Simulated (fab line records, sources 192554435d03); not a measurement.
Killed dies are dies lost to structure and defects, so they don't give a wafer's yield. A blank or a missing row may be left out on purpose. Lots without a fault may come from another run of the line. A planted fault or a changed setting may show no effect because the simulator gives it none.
fab line records | flow n5_finfet
record lots=12 wafers=36 last_day=19
route steps=1938 shown MOL_CONTACT_COAG@592 PASSIVATION@1936
lots that met no fault: from a run of the same line without faults
start_h: hours from the record's first day to the start of the lot's first wafer shown | wait_h: hours since the lot's step before | " the same as in the row above | L1.1+2: a row that stands for several wafers | - no value, or no start given | * or withheld: withheld | < > ~ a bound
route shown NAME@n: a module of which the file shows steps, and the number in the route of the first | usual: mean/standard deviation of fault-free wafers | same: alike in all rows | chamber/n: place in a boat | sites: the reading at each site | _std_site: their standard deviation | _edge_site: outer sites' mean less inner sites' | radius_mm: how far each site lies from the wafer's centre | mask NAME#n: copy n | behind: the tool/chamber that last shaped the wafer | hold: why the lot was held/for how many hours/how that ended | device: the transistor (n, p or np) that didn't switch | end of line: the same wafers' tests at the end of the route | a step without rows: its recipe alone | killed: dies lost to structure and defects at the first sort, not the wafer's yield | map: a wafer's dies, x killed, . not, _ none there
set.NAME: the setting as run; set.NAME@STEP: as run at that earlier step | model.NAME: the simulator's own value behind a step, which no gauge read
steps of the route over a sample of lots; a table a step, a row a wafer
services: from which hour (start_h, from the record's first day; less than 0 if before it) a tool's chamber was out of use, for how many hours, and why
## steps
# step N5_MOL_CONTACT_COAG_CD_MEAS_137
# recipe target_cd_nm=16
# usual cd_nm=16.0/0.38
# columns lot.wafer tool chamber start_h wait_h cd_nm
L108.2 cd_sem-01 - 108.23 0.0 16.1
L108.3 " - " " 16.2
L108.6 " - " " 15.8
L109.2 cd_sem-01 - 108.62 0.0 16.1
L109.3 " - " " 16.2
L109.5 " - " " 16.7
L110.1 cd_sem-01 - 112.96 0.0 15.7
L110.4 " - " " 16.5
L110.5 " - " " 16.0
L112.1 cd_sem-03 - 133.74 0.0 16.5
L112.2 " - " " 16.2
L112.3 " - " " 16.1
L116.4 cd_sem-02 - 149.35 0.0 16.0
L116.5 " - " " 16.1
L116.6 " - " " 15.7
L117.2 cd_sem-01 - 159.04 0.0 16.0
L117.3 " - " " 15.8
L117.5 " - " " 15.8
L122.2 cd_sem-03 - 185.92 0.0 15.5
L122.5 " - " " 15.7
L122.6 " - " " 15.5
L124.2 cd_sem-02 - 196.37 0.0 15.5
L124.3 " - " " 15.6
L124.4 " - " " 15.9
L126.4 cd_sem-03 - 212.38 0.0 16.0
L126.5 " - " " 15.7
L126.6 " - " " 16.2
L129.1 cd_sem-03 - 234.17 0.0 15.0
L129.4 " - " " 15.6
L129.5 " - " " 15.8
L130.3 cd_sem-03 - 239.96 0.0 15.7
L130.5 " - " " 15.6
L130.6 " - " " 16.0
L131.1 cd_sem-01 - 241.58 0.0 16.3
L131.5 " - " " 15.5
L131.6 " - " " 15.5
# step N5_MOL_CONTACT_COAG_INSPECT_42
# recipe mode=adi inspect_instrument=brightfield
# usual raw_defect_count=199/48
# columns lot.wafer tool chamber start_h wait_h raw_defect_count
L108.2 defect_inspect-02 - 108.76 0.0 221
L108.3 " - " " 218
L108.6 " - " " 239
L109.2 defect_inspect-02 - 109.03 0.0 140
L109.3 " - " " 109
L109.5 " - " " 149
L110.1 defect_inspect-01 - 113.49 0.1 273
L110.4 " - " " 171
L110.5 " - " " 229
L112.1 defect_inspect-02 - 134.15 0.1 174
L112.2 " - " " 140
L112.3 " - " " 183
L116.4 defect_inspect-01 - 149.88 0.0 180
L116.5 " - " " 167
L116.6 " - " " 123
L117.2 defect_inspect-01 - 159.58 0.0 312
L117.3 " - " " 263
L117.5 " - " " 241
L122.2 defect_inspect-02 - 186.45 0.0 155
L122.5 " - " " 211
L122.6 " - " " 176
L124.2 defect_inspect-02 - 196.78 0.0 235
L124.3 " - " " 212
L124.4 " - " " 282
L126.4 defect_inspect-01 - 212.79 0.0 227
L126.5 " - " " 236
L126.6 " - " " 226
L129.1 defect_inspect-02 - 234.70 0.1 217
L129.4 " - " " 277
L129.5 " - " " 205
L130.3 defect_inspect-02 - 240.37 0.0 241
L130.5 " - " " 286
L130.6 " - " " 202
L131.1 defect_inspect-01 - 241.99 0.1 179
L131.5 " - " " 211
L131.6 " - " " 161
# step N5_MOL_CONTACT_COAG_ALD_133
# recipe material=SiO2 target_thk_a=50 temp_c=100 ald_precursor_family=BDEAS ald_co_reactant=O2-plasma pulse_time_s=1 co_reactant_pulse_time_s=1 purge_time_s=2 co_reactant_purge_time_s=2 ald_cycles=35 pressure_torr=2
# usual ald_cycles=35/0 heater_power_w=75/8.8 precursor_pulse_height_rel=1.002/0.021
# columns lot.wafer tool chamber start_h wait_h ald_cycles heater_power_w precursor_pulse_height_rel
L108.2 ald_sin-02 3 109.89 0.7 35 75 1.012
L108.3 " 0 " " 35 63 1.031
L108.6 " 0 " " 35 64 1.031
L109.2 ald_sin-02 2 110.04 0.8 35 66 1.029
L109.3 " 0 " " 35 61 0.985
L109.5 " 0 " " 35 63 1.012
L110.1 ald_sin-03 0 113.66 0.1 35 76 0.981
L110.4 " 1 " " 35 93 1.016
L110.5 " 1 " " 35 92 0.989
L112.1 ald_sin-01 3 134.39 0.1 35 93 0.998
L112.2 " 1 " " 35 83 0.991
L112.3 " 2 " " 35 79 0.973
L116.4 ald_sin-03 2 150.05 0.1 35 77 1.005
L116.5 " 3 " " 35 70 1.025
L116.6 " 0 " " 35 77 0.989
L117.2 ald_sin-02 3 159.74 0.1 24 76 1.032
L117.3 " 2 " " 24 66 1.008
L117.5 " 0 " " 35 63 0.987
L122.2 ald_sin-01 0 187.00 0.4 35 86 0.965
L122.5 " 3 " " 35 90 0.993
L122.6 " 0 " " 35 88 0.962
L124.2 ald_sin-01 1 196.95 0.1 35 83 1.020
L124.3 " 2 " " 35 80 0.992
L124.4 " 0 " " 35 87 1.006
L126.4 ald_sin-01 2 213.05 0.1 35 77 1.003
L126.5 " 2 " " 35 79 0.991
L126.6 " 1 " " 35 82 1.013
L129.1 ald_sin-02 2 234.87 0.1 35 67 0.968
L129.4 " 1 " " 35 71 0.983
L129.5 " 1 " " 35 72 0.985
L130.3 ald_sin-03 3 240.54 0.1 35 67 1.020
L130.5 " 0 " " 35 76 1.010
L130.6 " 3 " " 35 68 1.048
L131.1 ald_sin-03 3 242.41 0.1 35 69 1.045
L131.5 " 3 " " 35 68 0.998
L131.6 " 2 " " 35 77 0.977
# step N5_MOL_CONTACT_COAG_ETCH_124
# recipe chemistry=CH3F/O2 target=SiNx target_depth_a=65 mask_material=SOC stop_on=SiOC over_etch_frac=0.3 ion_energy_ev=120 pressure_mtorr=30 source_w=395 bias_w=73 Ar_flow_sccm=150 CH3F_flow_sccm=30 O2_flow_sccm=20 ends=end_point
# usual O2_flow_sccm=19.99/0.062 drypump_motor_current_A=5.73/0.26 oes_product_au=0.70/0.077 rf_vpp_V=297/5.6 showerhead_plenum_p_Torr=2.04/0.063 throttle_valve_pct=16.21/0.28
# columns lot.wafer tool chamber start_h wait_h O2_flow_sccm drypump_motor_current_A oes_product_au rf_hours_counter_h rf_vpp_V showerhead_plenum_p_Torr throttle_valve_pct
L108.2 rie_diel-06 0 110.25 0.0 19.99 5.57 0.76 28 296 2.12 16.24
L108.3 " 1 " " 19.94 5.60 0.74 53 304 1.96 16.06
L108.6 " 3 " " 19.92 5.28 0.60 - 292 2.07 16.23
L109.2 rie_diel-06 1 110.59 0.0 20.07 5.60 0.74 53 303 1.96 16.06
L109.3 " 3 " " 20.02 5.26 0.60 229 291 2.07 16.24
L109.5 " 1 " " 19.97 5.61 0.74 - 304 1.96 16.06
L110.1 rie_diel-05 0 114.04 0.0 20.03 5.55 0.69 88 299 2.02 15.96
L110.4 " 3 " " 20.09 5.88 0.60 227 289 1.99 16.61
L110.5 " 3 " " 20.01 5.88 0.60 - 289 1.99 16.61
L112.1 rie_diel-05 2 134.75 0.0 20.07 6.12 0.72 55 294 2.02 16.39
L112.2 " 0 " " 19.92 5.58 0.68 98 298 2.01 16.00
L112.3 " 3 " " 20.04 5.93 0.60 238 292 1.99 16.63
L116.4 rie_diel-05 3 150.47 0.0 19.92 5.92 0.59 243 290 1.99 16.64
L116.5 " 2 " " 20.00 6.13 0.73 - 294 2.02 16.40
L116.6 " 3 " " 19.99 5.88 0.59 - 290 1.99 16.64
L117.2 rie_diel-05 0 160.11 0.0 20.04 5.56 0.67 108 299 2.01 16.01
L117.3 " 1 " " 19.96 5.81 0.81 7 298 2.05 15.76
L117.5 " 3 " " 19.99 5.92 0.59 - 289 1.98 16.65
L122.2 rie_diel-04 0 187.37 0.0 20.05 5.46 0.59 234 302 1.98 16.33
L122.5 " 1 " " 19.99 6.03 0.80 - 295 2.04 16.12
L122.6 " 2 " " 20.09 5.48 0.59 - 294 1.90 16.79
L124.2 rie_diel-06 2 197.31 0.0 20.04 5.79 0.73 47 308 2.14 16.01
L124.3 " 1 " " 20.09 5.62 0.70 85 302 1.95 16.12
L124.4 " 0 " " 20.00 5.56 0.71 60 298 2.11 16.31
L126.4 rie_diel-04 2 213.47 0.0 19.99 5.45 0.57 230 294 1.89 16.82
L126.5 " 1 " " 19.94 6.05 0.78 - 297 2.03 16.14
L126.6 " 2 " " 19.99 5.44 0.58 - 293 1.89 16.83
L129.1 rie_diel-04 2 235.33 0.0 20.03 5.46 0.58 236 295 1.89 16.82
L129.4 " 3 " " 19.93 6.01 0.72 61 310 2.12 16.31
L129.5 " 0 " " 20.05 5.43 0.58 - 302 1.98 16.37
L130.3 rie_diel-06 2 240.91 0.0 19.91 5.74 0.72 59 307 2.13 16.03
L130.5 " 0 " " 19.97 5.58 0.71 - 297 2.11 16.32
L130.6 " 3 " " 20.03 5.26 0.81 - 292 2.06 15.81
L131.1 rie_diel-06 1 242.77 0.0 20.00 5.60 0.69 98 304 1.95 16.16
L131.5 " 3 " " 20.07 5.26 0.81 - 292 2.06 15.81
L131.6 " 2 " " 19.97 5.76 0.72 - 308 2.13 16.04
# step N5_PASSIVATION_PROBE_49
# usual killed_at_M0_to_M3=36/11 killed_at_M4_up=14/5.2 killed_at_contacts=12/6.1 killed_at_front_end=40/12 killed_at_other=3.2/2.5 killed_dies=105/16 killed_on_rim=14/4.4 killed_open=68/12 killed_short=35/8.7
# same gross_dies=1180 killed_at_back_side=0
# columns lot.wafer tool chamber start_h wait_h killed_at_M0_to_M3 killed_at_M4_up killed_at_contacts killed_at_front_end killed_at_other killed_dies killed_on_rim killed_open killed_short
L109.2 prober-02 - 307.96 0.1 33 17 15 25 2 92 7 70 21
L109.3 prober-02 - 308.01 0.1 25 18 10 37 2 92 11 63 29
L109.5 prober-02 - 308.11 0.2 55 22 3 27 8 115 17 82 32
L108.2 prober-01 - 320.60 0.1 44 19 13 38 6 120 16 75 45
L108.3 prober-01 - 320.65 0.1 26 21 13 45 3 108 11 76 30
L108.6 prober-01 - 320.80 0.3 33 22 8 63 0 126 19 75 45
L116.4 prober-02 - 338.34 0.2 30 6 38 27 6 107 16 68 38
L116.5 prober-02 - 338.39 0.2 28 12 12 33 2 87 7 57 26
L116.6 prober-02 - 338.44 0.3 44 18 9 28 8 107 13 47 59
L117.2 prober-01 - 355.28 0.1 8 18 806 46 2 880 120 39 28
L117.3 prober-01 - 355.33 0.1 28 11 839 27 2 907 123 53 24
L117.5 prober-01 - 355.43 0.2 21 4 16 43 5 89 12 53 30
L122.2 prober-01 - 384.45 0.1 20 11 13 42 0 86 7 64 21
L122.5 prober-01 - 384.60 0.2 30 16 5 55 3 109 18 67 42
L122.6 prober-01 - 384.65 0.3 30 18 27 58 0 133 16 83 49
L124.2 prober-01 - 412.03 0.1 22 10 6 35 0 73 8 49 24
L124.3 prober-01 - 412.08 0.1 18 12 4 32 4 70 14 52 18
L124.4 prober-01 - 412.13 0.2 36 13 10 32 3 94 13 60 34
L126.4 prober-02 - 434.54 0.2 29 13 13 42 1 98 13 65 31
L126.5 prober-02 - 434.59 0.2 17 19 13 40 0 89 10 60 26
L126.6 prober-02 - 434.64 0.3 15 15 16 42 5 93 9 52 34
# killed by level:class
L109.2 MOL_CONTACT_COAG:geometric_particle:open=14 FIN_SAQP:geometric_particle:open=10 BEOL_M4:geometric_particle:open=10 BEOL_M3:geometric_particle:open=7 FIN_SAQP:geometric_particle:short=6 BEOL_M0:geometric_particle:open=6 BEOL_M2:geometric_particle:open=5 BEOL_M1:geometric_particle:open=4
L109.3 FIN_SAQP:geometric_particle:open=15 MOL_CONTACT_COAG:geometric_particle:open=7 BEOL_M7:geometric_particle:open=7 FIN_SAQP:geometric_particle:short=6 STI_FIN_REVEAL:geometric_particle:open=6 BEOL_M0_SAQP:geometric_particle:open=5 BEOL_M3:geometric_particle:open=5 BEOL_M0_SAQP:geometric_particle:short=4
L109.5 BEOL_M0_SAQP:geometric_particle:open=16 BEOL_M4:geometric_particle:open=11 BEOL_M2:geometric_particle:open=10 BEOL_M0:geometric_particle:open=9 BEOL_M0_SAQP:geometric_particle:short=8 STI_FIN_REVEAL:geometric_particle:open=6 BEOL_M3:geometric_particle:open=6 STARTING-WAFER:geometric_particle:short=4
L108.2 MOL_CONTACT_COAG:geometric_particle:open=12 BEOL_M2:geometric_particle:open=11 STI_FIN_REVEAL:geometric_particle:open=9 BEOL_M4:geometric_particle:short=7 BEOL_M4:geometric_particle:open=7 FIN_SAQP:geometric_particle:short=6 BEOL_M3:geometric_particle:open=6 BEOL_M1:geometric_particle:open=5
L108.3 STI_FIN_REVEAL:geometric_particle:open=13 BEOL_M2:geometric_particle:open=10 MOL_CONTACT_COAG:geometric_particle:open=9 FIN_SAQP:geometric_particle:open=7 BEOL_M4:geometric_particle:open=7 FIN_SAQP:geometric_particle:short=6 BEOL_M0_SAQP:geometric_particle:open=6 DUMMY_GATE:geometric_particle:open=4
L108.6 FIN_SAQP:geometric_particle:open=14 FIN_SAQP:geometric_particle:short=11 BEOL_M4:geometric_particle:open=10 BEOL_M0_SAQP:geometric_particle:short=9 STI_FIN_REVEAL:geometric_particle:open=7 DUMMY_GATE:geometric_particle:open=7 BEOL_M1:geometric_particle:short=6 MOL_CONTACT_COAG:geometric_particle:open=6
L116.4 MOL_CONTACT_COAG:geometric_particle:open=30 MOL_CONTACT_COAG:geometric_particle:short=8 BEOL_M0_SAQP:geometric_particle:short=7 FIN_SAQP:geometric_particle:open=6 BEOL_M0_SAQP:geometric_particle:open=6 FIN_SAQP:geometric_particle:short=5 BEOL_M3:geometric_particle:open=5 STI_FIN_REVEAL:geometric_particle:open=4
L116.5 MOL_CONTACT_COAG:geometric_particle:open=11 BEOL_M0_SAQP:geometric_particle:open=8 FIN_SAQP:geometric_particle:open=6 FIN_SAQP:geometric_particle:short=6 BEOL_M0_SAQP:geometric_particle:short=6 GATE_CUT:geometric_particle:open=5 BEOL_M3:geometric_particle:open=5 STARTING-WAFER:geometric_particle:open=4
L116.6 BEOL_M0_SAQP:geometric_particle:short=26 FIN_SAQP:geometric_particle:short=12 BEOL_M0_SAQP:geometric_particle:open=11 MOL_CONTACT_COAG:geometric_particle:open=7 FIN_SAQP:geometric_particle:open=4 BEOL_M4:geometric_particle:open=4 GATE_CUT:geometric_particle:short=3 BEOL_M5:geometric_particle:open=3
L117.2 MOL_CONTACT_COAG:area_ald=801 HKMG_FIN:area_etch=10 FIN_SAQP:geometric_particle:short=8 FIN_SAQP:geometric_particle:open=8 BEOL_M4:geometric_particle:short=8 STI_FIN_REVEAL:geometric_particle:open=4 DUMMY_GATE:geometric_particle:open=4 DUMMY_GATE:geometric_particle:short=4
L117.3 MOL_CONTACT_COAG:area_ald=828 MOL_CONTACT_COAG:geometric_particle:open=11 FIN_SAQP:geometric_particle:open=8 BEOL_M0_SAQP:geometric_particle:short=7 BEOL_M2:geometric_particle:open=6 FIN_SAQP:geometric_particle:short=5 BEOL_M1:geometric_particle:open=5 BEOL_M0_SAQP:geometric_particle:open=3
L117.5 MOL_CONTACT_COAG:geometric_particle:open=15 FIN_SAQP:geometric_particle:short=9 STI_FIN_REVEAL:geometric_particle:open=6 DUMMY_GATE:geometric_particle:open=4 BEOL_M0:geometric_particle:open=4 BEOL_M3:geometric_particle:open=4 HKMG_FIN:area_etch=4 STI_FIN_REVEAL:geometric_particle:short=3
L122.2 FIN_SAQP:geometric_particle:open=22 FIN_SAQP:geometric_particle:short=10 MOL_CONTACT_COAG:geometric_particle:open=10 BEOL_M4:geometric_particle:open=6 STARTING-WAFER:geometric_particle:open=5 BEOL_M1:geometric_particle:open=5 BEOL_M0_SAQP:geometric_particle:open=4 BEOL_M2:geometric_particle:open=4
L122.5 FIN_SAQP:geometric_particle:short=14 FIN_SAQP:geometric_particle:open=10 STI_FIN_REVEAL:geometric_particle:open=9 BEOL_M4:geometric_particle:open=8 BEOL_M0_SAQP:geometric_particle:open=7 BEOL_M0_SAQP:geometric_particle:short=5 BEOL_M2:geometric_particle:open=5 BEOL_M3:geometric_particle:open=5
L122.6 FIN_SAQP:geometric_particle:short=21 MOL_CONTACT_COAG:geometric_particle:open=21 FIN_SAQP:geometric_particle:open=16 BEOL_M3:geometric_particle:open=8 STI_FIN_REVEAL:geometric_particle:open=7 MOL_CONTACT_COAG:geometric_particle:short=6 BEOL_M0_SAQP:geometric_particle:short=6 BEOL_M1:geometric_particle:open=5
L124.2 FIN_SAQP:geometric_particle:short=13 FIN_SAQP:geometric_particle:open=7 BEOL_M0_SAQP:geometric_particle:open=7 STI_FIN_REVEAL:geometric_particle:open=6 MOL_CONTACT_COAG:geometric_particle:open=6 BEOL_M3:geometric_particle:open=6 STARTING-WAFER:geometric_particle:short=4 BEOL_M2:geometric_particle:open=3
L124.3 STI_FIN_REVEAL:geometric_particle:open=8 FIN_SAQP:geometric_particle:open=7 BEOL_M7:geometric_particle:open=5 DUMMY_GATE:geometric_particle:open=4 BEOL_M2:geometric_particle:open=4 BEOL_M3:geometric_particle:open=4 FIN_SAQP:geometric_particle:short=3 MOL_CONTACT_COAG:geometric_particle:open=3
L124.4 FIN_SAQP:geometric_particle:open=12 BEOL_M1:geometric_particle:open=8 MOL_CONTACT_COAG:geometric_particle:open=7 FIN_SAQP:geometric_particle:short=6 BEOL_M2:geometric_particle:open=6 BEOL_M3:geometric_particle:open=6 BEOL_M0_SAQP:geometric_particle:open=5 BEOL_M0_SAQP:geometric_particle:short=5
L126.4 STI_FIN_REVEAL:geometric_particle:open=10 MOL_CONTACT_COAG:geometric_particle:open=10 BEOL_M4:geometric_particle:open=8 BEOL_M0_SAQP:geometric_particle:short=8 FIN_SAQP:geometric_particle:short=7 BEOL_M2:geometric_particle:open=6 BEOL_M3:geometric_particle:open=6 FIN_SAQP:geometric_particle:open=5
L126.5 MOL_CONTACT_COAG:geometric_particle:open=12 DUMMY_GATE:geometric_particle:open=11 BEOL_M4:geometric_particle:open=11 GATE_CUT:geometric_particle:short=6 BEOL_M1:geometric_particle:short=4 FIN_SAQP:geometric_particle:open=3 STI_FIN_REVEAL:geometric_particle:open=3 GATE_CUT:geometric_particle:open=3
L126.6 MOL_CONTACT_COAG:geometric_particle:open=13 FIN_SAQP:geometric_particle:short=7 GATE_CUT:geometric_particle:short=7 FIN_SAQP:geometric_particle:open=6 STI_FIN_REVEAL:geometric_particle:open=5 DUMMY_GATE:geometric_particle:open=4 MOL_CONTACT_COAG:geometric_particle:short=3 BEOL_M1:geometric_particle:short=3
## services
# columns tool chamber start_h hours kind
rie_diel-05 3 87.35 1.4 repair
ald_sin-01 0 99.44 - clean
ald_sin-01 1 99.44 - clean
ald_sin-01 2 99.44 - clean
ald_sin-01 3 99.44 - clean
rie_diel-05 1 117.01 - clean
rie_diel-05 1 117.01 - consumable_replace:focus_ring
rie_diel-05 1 117.01 21.5 scheduled_down
rie_diel-05 1 117.01 21.5 vent_cycle
rie_diel-04 0 120.85 5.2 repair
ald_sin-03 - 126.49 14.6 pm
ald_sin-02 3 171.92 2.8 repair
rie_diel-06 3 172.28 - clean
rie_diel-06 3 172.28 - consumable_replace:focus_ring
rie_diel-06 3 172.28 22.5 scheduled_down
rie_diel-06 3 172.28 22.5 vent_cycle
ald_sin-03 - 176.75 14.0 pm
ald_sin-03 0 176.75 14.0 vent_cycle
ald_sin-03 1 176.75 14.0 vent_cycle
ald_sin-03 - 190.75 6.0 pm
ald_sin-01 2 202.06 4.0 repair
ald_sin-01 3 233.46 13.0 repair
ald_sin-01 - 235.12 0.7 repair
rie_diel-05 - 238.15 0.8 repair
## key
first_sign step=N5_MOL_CONTACT_COAG_ALD_133 reading=ald_cycles direction=down sigmas=99+ usual=* struck=*
effect step=N5_PASSIVATION_PROBE_49 reading=killed_at_contacts direction=up sigmas=99+ usual=12 struck=822
more_kills_born_at N5_MOL_CONTACT_COAG_ALD_133@ald_sin-02=1629
met_at N5_MOL_CONTACT_COAG_ALD_133
struck_lots L117
struck_wafers L117.2,L117.3
later_rows_left_out L117.2,L117.3
tester_left_out L117
not_acting_at N5_MOL_CONTACT_COAG_CD_MEAS_137,N5_MOL_CONTACT_COAG_INSPECT_42,N5_MOL_CONTACT_COAG_ETCH_124
fault kind=process_parameter_drift tool=ald_sin-02 chamber=- onset_h=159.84 steps=N5_MOL_CONTACT_COAG_ALD_133 channel=ald_cycles offset=* shape=step end_h=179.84 scope=struck_wafers_only acts_in=* stated=*
# tester_left_out: of these lots the tester's yield and bins aren't shown, on N5 and GAA mostly nor the transistor test; their killed dies are dies lost to structure and defects alone, not to doping, threshold or leakage, so they don't give the yield
# later_rows_left_out: the simulator's readings of these wafers behind a module that went badly wrong aren't trusted and aren't shown, but for the sort
